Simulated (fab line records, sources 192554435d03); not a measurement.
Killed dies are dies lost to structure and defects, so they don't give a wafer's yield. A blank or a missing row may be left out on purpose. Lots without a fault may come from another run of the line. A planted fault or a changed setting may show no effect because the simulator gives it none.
fab line records | flow n5_finfet
record lots=9 wafers=25 last_day=18
route steps=1938 shown BEOL_M1@773 BEOL_M4@1111
lots that met no fault: from a run of the same line without faults
start_h: hours from the record's first day to the start of the lot's first wafer shown | wait_h: hours since the lot's step before | " the same as in the row above | L1.1+2: a row that stands for several wafers | - no value, or no start given | * or withheld: withheld | < > ~ a bound
route shown NAME@n: a module of which the file shows steps, and the number in the route of the first | usual: mean/standard deviation of fault-free wafers | same: alike in all rows | chamber/n: place in a boat | sites: the reading at each site | _std_site: their standard deviation | _edge_site: outer sites' mean less inner sites' | radius_mm: how far each site lies from the wafer's centre | mask NAME#n: copy n | behind: the tool/chamber that last shaped the wafer | hold: why the lot was held/for how many hours/how that ended | device: the transistor (n, p or np) that didn't switch | end of line: the same wafers' tests at the end of the route | a step without rows: its recipe alone | killed: dies lost to structure and defects at the first sort, not the wafer's yield | map: a wafer's dies, x killed, . not, _ none there
set.NAME: the setting as run; set.NAME@STEP: as run at that earlier step | model.NAME: the simulator's own value behind a step, which no gauge read
steps of the route over a sample of lots; a table a step, a row a wafer
services: from which hour (start_h, from the record's first day; less than 0 if before it) a tool's chamber was out of use, for how many hours, and why
## steps
# step N5_BEOL_M1_STRIP_66
# recipe chemistry=CF4 resist=SiARC power_w=300 bias_power_w=75 pressure_mtorr=50 cf4_flow_sccm=150 rf_frequency_hz=6e+07
# usual drypump_motor_current_A=5.8/0.32 oes_product_au=0.79/0.088 rf_vpp_V=271.2/1.5 showerhead_plenum_p_Torr=1.80/0.065 throttle_valve_pct=13.56/0.25
# columns lot.wafer tool chamber start_h wait_h drypump_motor_current_A oes_product_au rf_hours_counter_h rf_vpp_V showerhead_plenum_p_Torr throttle_valve_pct
L249.2 rie_diel-02 0 143.87 0.0 6.6 0.71 210 269.8 1.71 13.76
L249.4 " 2 " " 5.3 0.93 15 270.9 1.83 13.38
L249.6 " 0 " " 6.5 0.72 - 268.1 1.71 13.77
L251.1 rie_diel-06 1 148.16 0.0 5.9 0.69 241 269.6 1.71 13.89
L251.3 " 0 " " 5.8 0.90 19 271.2 1.84 13.18
L251.6 " 3 " " 5.9 0.85 - 271.3 1.73 13.65
L252.3 rie_diel-04 3 153.03 0.0 5.4 0.84 50 271.5 1.83 13.22
L252.4 " 3 " " 5.4 0.85 - 271.4 1.83 13.21
L252.5 " 1 " " 5.8 0.68 - 270.6 1.77 13.85
L254.1 rie_diel-06 2 158.55 0.0 5.9 0.75 126 271.5 1.87 13.32
L254.3 " 1 " " 5.9 0.68 244 270.1 1.71 13.89
L254.6 " 2 " " 6.0 0.75 - 275.2 1.87 13.32
L255.2 rie_diel-06 2 164.51 0.0 5.9 0.75 127 272.4 1.87 13.30
L255.3 " 1 " " 5.9 0.69 245 268.5 1.71 13.88
L255.5 " 0 " " 5.8 0.88 - 271.2 1.84 13.19
L257.1 rie_diel-02 0 177.06 0.0 6.5 0.71 222 268.6 1.71 13.77
L257.2 " 2 " " 5.2 0.91 22 271.4 1.82 13.39
L257.4 " 1 " " 5.9 0.75 148 271.7 1.79 13.77
L262.3 rie_diel-04 1 211.07 0.0 5.8 0.67 254 270.5 1.77 13.88
L262.5 " 1 " " 5.8 0.67 - 270.2 1.77 13.89
L268.1 rie_diel-06 0 246.23 0.0 5.9 0.84 49 272.0 1.84 13.27
L268.5 " 0 " " 5.9 0.85 - 271.8 1.84 13.27
L270.2 rie_diel-04 3 263.41 0.0 5.4 0.80 88 271.1 1.82 13.32
L270.3 " 0 " " 6.3 0.96 3 272.7 1.90 13.36
L270.4 " 3 " " 5.4 0.79 - 272.2 1.82 13.31
# step N5_BEOL_M1_CD_MEAS_18
# recipe pitch_nm=36 target_cd_nm=18
# usual cd_nm=18.1/0.32
# columns lot.wafer tool chamber start_h wait_h cd_nm
L249.2 cd_sem-03 - 144.10 0.1 17.6
L249.4 " - " " 17.8
L249.6 " - " " 17.4
L251.1 cd_sem-02 - 148.51 0.0 18.0
L251.3 " - " " 18.4
L251.6 " - " " 17.4
L252.3 cd_sem-01 - 153.29 0.1 19.3
L252.4 " - " " 18.5
L252.5 " - " " 18.3
L254.1 cd_sem-02 - 159.01 0.0 18.3
L254.3 " - " " 18.7
L254.6 " - " " 18.4
L255.2 cd_sem-01 - 164.83 0.1 18.2
L255.3 " - " " 18.1
L255.5 " - " " 18.6
L257.1 cd_sem-03 - 177.28 0.0 17.7
L257.2 " - " " 17.6
L257.4 " - " " 18.0
L262.3 cd_sem-03 - 211.29 0.1 18.4
L262.5 " - " " 18.2
L268.1 cd_sem-02 - 246.45 0.0 18.7
L268.5 " - " " 18.6
L270.2 cd_sem-03 - 263.68 0.1 18.1
L270.3 " - " " 18.2
L270.4 " - " " 18.2
# step N5_BEOL_M1_ETCH_77
# recipe chemistry=N2/H2 target=underlayer target_depth_a=65 mask_material=CAR-EUV time_s=5.2 ion_energy_ev=200 pressure_mtorr=30 source_w=840 bias_w=150 n2_flow_sccm=200 h2_flow_sccm=200 ends=cleared
# usual drypump_motor_current_A=5.9/0.36 etch_rf_on_time_s=5.25/0.16 oes_product_au=0.68/0.082 rf_vpp_V=523.6/2.8 showerhead_plenum_p_Torr=2.54/0.093 throttle_valve_pct=17.91/0.27
# columns lot.wafer tool chamber start_h wait_h drypump_motor_current_A etch_rf_on_time_s oes_product_au rf_hours_counter_h rf_vpp_V showerhead_plenum_p_Torr throttle_valve_pct
L249.2 rie_diel-02 0 144.70 0.0 6.6 5.32 0.61 210 520.4 2.40 18.00
L249.4 " 2 " " 5.3 5.39 0.78 15 525.6 2.60 17.81
L249.6 " 2 " " 5.2 5.37 0.78 - 524.8 2.60 17.81
L251.1 rie_diel-02 1 149.51 0.0 5.9 5.32 0.64 138 522.5 2.55 18.17
L251.3 " 2 " " 5.2 5.36 0.79 16 525.5 2.60 17.80
L251.6 " 0 " " 6.5 5.30 0.61 - 521.1 2.40 18.00
L252.3 rie_diel-02 1 154.12 0.0 5.9 5.29 0.64 140 521.9 2.55 18.17
L252.4 " 0 " " 6.5 5.25 0.61 213 522.4 2.40 18.00
L252.5 " 0 " " 6.5 5.25 0.61 - 520.4 2.40 17.99
L254.1 rie_diel-06 3 159.61 0.0 5.9 5.22 0.72 61 520.8 2.48 18.25
L254.3 " 2 " " 6.0 5.39 0.63 126 527.1 2.66 17.62
L254.6 " 1 " " 6.0 5.22 0.59 - 521.6 2.39 18.07
L255.2 rie_diel-06 0 165.31 0.0 5.9 4.96 0.79 23 526.2 2.59 17.38
L255.3 " 2 " " 6.0 5.40 0.62 127 529.6 2.66 17.63
L255.5 " 3 " " 5.9 5.25 0.72 - 521.7 2.48 18.29
L257.1 rie_diel-02 3 177.76 0.0 5.9 5.33 0.76 34 523.6 2.60 17.77
L257.2 " 1 " " 5.9 5.34 0.63 149 523.0 2.54 18.19
L257.4 " 2 " " 5.2 5.40 0.78 22 526.3 2.60 17.81
L262.3 rie_diel-02 3 211.90 0.0 5.9 4.03 0.87 46 525.6 2.59 17.79
L262.5 " 3 " " 5.9 5.30 0.74 - 525.6 2.59 17.77
L268.1 rie_diel-02 2 247.01 0.0 5.3 4.10 0.86 45 524.1 2.59 17.86
L268.5 " 1 " " 5.9 5.36 0.62 - 525.9 2.53 18.22
L270.2 rie_diel-04 3 264.70 0.0 5.4 4.91 0.72 89 523.8 2.58 17.74
L270.3 " 2 " " 5.4 5.15 0.65 140 524.3 2.67 17.98
L270.4 " 3 " " 5.4 4.96 0.71 - 522.0 2.58 17.71
# step N5_BEOL_M1_ETCH_41
# recipe chemistry=CH3F/O2 target=SiCN target_depth_a=319 taper_deg=2 time_s=57.8 ion_energy_ev=120 mask_material=TiN pressure_mtorr=30 source_w=395 bias_w=75 Ar_flow_sccm=150 CH3F_flow_sccm=30 O2_flow_sccm=20
# usual drypump_motor_current_A=5.8/0.38 oes_product_au=0.78/0.093 rf_vpp_V=297.1/1.5 showerhead_plenum_p_Torr=2.00/0.067 throttle_valve_pct=16.38/0.23
# columns lot.wafer tool chamber start_h wait_h drypump_motor_current_A oes_product_au rf_hours_counter_h rf_vpp_V showerhead_plenum_p_Torr throttle_valve_pct
L249.2 rie_diel-02 3 - - 5.9 0.91 25 298.4 2.06 16.23
L249.4 " 2 " " 5.2 0.94 16 298.0 2.05 16.20
L249.6 " 1 " " 5.9 0.76 - 297.7 2.00 16.50
L251.1 rie_diel-02 2 - - 5.2 0.93 16 296.2 2.05 16.21
L251.3 " 0 " " 6.5 0.70 212 294.9 1.90 16.44
L251.6 " 3 " " 5.9 0.90 - 297.4 2.06 16.24
L252.3 rie_diel-02 0 - - 6.6 0.70 218 294.1 1.90 16.47
L252.4 " 1 " " 5.9 0.75 - 296.4 2.00 16.52
L252.5 " 3 " " 5.9 0.89 - 299.3 2.05 16.25
L254.1 rie_diel-04 3 - - 5.4 0.86 57 297.7 2.04 16.02
L254.3 " 1 " " 5.7 0.67 240 295.3 1.98 16.60
L254.6 " 1 " " 5.8 0.67 - 296.5 1.98 16.63
L255.2 rie_diel-06 3 - - 5.9 0.84 65 295.3 1.95 16.59
L255.3 " 0 " " 5.8 0.90 26 298.5 2.05 15.98
L255.5 " 1 " " 5.9 0.69 - 296.3 1.88 16.51
L257.1 rie_diel-06 0 - - 5.9 0.90 28 298.0 2.05 15.98
L257.2 " 2 " " 6.0 0.74 133 298.6 2.09 16.04
L257.4 " 3 " " 5.9 0.85 - 295.6 1.95 16.61
L262.3 rie_diel-02 3 - - 5.9 0.87 47 298.8 2.05 16.29
L262.5 " 0 " " 6.5 0.69 - 296.6 1.89 16.49
L268.1 rie_diel-02 0 - - 6.5 0.68 249 294.5 1.89 16.50
L268.5 " 3 " " 5.9 0.84 - 298.4 2.04 16.30
L270.2 rie_diel-02 2 - - 5.2 0.87 51 296.6 2.04 16.26
L270.3 " 1 " " 5.9 0.72 174 297.8 1.99 16.58
L270.4 " 1 " " 5.9 0.73 - 297.8 1.99 16.58
# step N5_BEOL_M4_RC_MEAS_101
# usual DIBL_N=37.1/1.8 DIBL_P=37.2/2.1 IOFF_N=0.17/0.033 IOFF_P=0.22/0.037 ION_N=680/11 ION_P=464/7.7 SS_N=71.7/0.63 SS_P=73.6/0.67 VT_N=248.9/2.9 VT_P=-251/3.6
# columns lot.wafer tool chamber start_h wait_h DIBL_N[mV/V] DIBL_P[mV/V] IOFF_N[nA/um] IOFF_P[nA/um] ION_N[uA/um] ION_P[uA/um] SS_N[mV/dec] SS_P[mV/dec] VT_N[mV] VT_P[mV]
L251.1 prober-02 0 190.94 0.0 38.7 40.6 0.22 0.26 701 473 72.0 74.6 242.9 -248
L251.3 " 0 " " 35.8 36.7 0.14 0.18 676 455 71.4 73.2 251.4 -256
L251.6 " 0 " " 34.1 33.8 0.12 0.15 667 454 71.0 72.5 251.3 -256
L249.2 prober-02 0 193.68 0.2 37.2 37.9 0.19 0.27 674 466 71.7 73.9 244.5 -245
L249.4 " 0 " " 34.4 34.7 0.15 0.20 675 464 72.2 72.8 250.0 -248
L249.6 " 0 " " 36.1 36.9 0.16 0.24 679 473 72.1 74.3 250.0 -245
L252.3 prober-02 0 202.24 0.3 36.0 36.5 0.17 0.24 691 468 71.0 73.2 248.1 -247
L252.4 " 0 " " 37.9 39.2 0.21 0.29 684 471 71.7 74.4 245.2 -246
L252.5 " 0 " " 35.0 35.4 0.15 0.21 684 469 70.8 73.2 249.1 -249
L254.1 prober-02 0 211.27 0.0 36.6 35.3 0.14 0.16 663 449 72.0 72.9 253.8 -254
L254.3 " 0 " " 37.9 38.5 0.18 0.22 684 464 72.4 74.1 248.7 -253
L254.6 " 0 " " 38.8 38.1 0.19 0.21 681 463 71.7 74.2 249.6 -253
L255.2 prober-01 0 216.16 0.2 38.2 39.4 0.22 0.31 697 481 72.4 74.2 245.5 -244
L255.3 " 0 " " 38.0 37.8 0.20 0.29 686 479 72.1 73.6 245.1 -243
L255.5 " 0 " " 37.1 36.8 0.18 0.26 680 466 72.2 73.5 246.5 -247
L257.1 prober-01 0 235.29 0.0 35.6 35.8 0.15 0.20 675 466 71.2 73.9 249.1 -251
L257.2 " 0 " " 38.3 37.0 0.19 0.23 691 470 71.7 73.9 249.9 -249
L257.4 " 0 " " 34.8 34.9 0.14 0.19 678 464 70.5 72.2 250.8 -254
L262.3 prober-02 0 274.96 0.3 37.6 37.0 0.15 0.17 673 459 71.1 72.8 250.8 -256
L262.5 " 0 " " 37.3 37.4 0.16 0.17 676 453 71.5 72.9 248.5 -256
L268.1 prober-02 0 313.82 0.0 35.7 35.8 0.15 0.21 669 465 71.6 73.1 250.2 -251
L268.5 " 0 " " 37.6 37.0 0.17 0.22 674 468 72.0 73.2 251.1 -249
L270.2 prober-02 0 322.86 0.2 39.5 39.0 0.18 0.24 664 463 71.9 73.9 249.3 -248
L270.3 " 0 " " 40.7 38.9 0.21 0.24 678 461 73.2 74.5 247.9 -247
L270.4 " 0 " " 37.4 35.8 0.16 0.20 680 461 71.3 73.8 250.8 -250
## services
# columns tool chamber start_h hours kind
rie_diel-02 2 161.44 8.3 repair
rie_diel-06 1 180.43 - clean
rie_diel-06 1 180.43 - consumable_replace:focus_ring
rie_diel-06 1 180.43 - consumable_replace:showerhead
rie_diel-06 1 180.43 19.7 scheduled_down
rie_diel-06 1 180.43 19.7 vent_cycle
rie_diel-02 1 183.49 5.8 repair
rie_diel-02 - 199.34 2.8 pm
rie_diel-04 0 228.92 - clean
rie_diel-04 0 228.92 - consumable_replace:focus_ring
rie_diel-04 0 228.92 - consumable_replace:showerhead
rie_diel-04 0 228.92 27.6 scheduled_down
rie_diel-04 0 228.92 27.6 vent_cycle
rie_diel-04 1 256.49 - clean
rie_diel-04 1 256.49 - consumable_replace:focus_ring
rie_diel-04 1 256.49 17.6 scheduled_down
rie_diel-04 1 256.49 17.6 vent_cycle
rie_diel-06 1 256.96 4.2 repair
rie_diel-02 0 265.89 - clean
rie_diel-02 0 265.89 - consumable_replace:focus_ring
rie_diel-02 0 265.89 - consumable_replace:showerhead
rie_diel-02 0 265.89 15.8 scheduled_down
rie_diel-02 0 265.89 15.8 vent_cycle
## key
first_sign step=N5_BEOL_M1_ETCH_77 reading=etch_rf_on_time_s direction=down sigmas=7.6 usual=* struck=*
effect none on later readings
met_at N5_BEOL_M1_ETCH_77
struck_lots L262,L268
struck_wafers L262.3,L268.1
not_acting_at N5_BEOL_M1_STRIP_66,N5_BEOL_M1_CD_MEAS_18,N5_BEOL_M1_ETCH_41
onset_between 177.76 211.90
fault kind=process_parameter_drift tool=rie_diel-02 chamber=- onset_h=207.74 steps=N5_BEOL_M1_ETCH_77 channel=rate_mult offset=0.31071 shape=step end_h=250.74 scope=struck_wafers_only
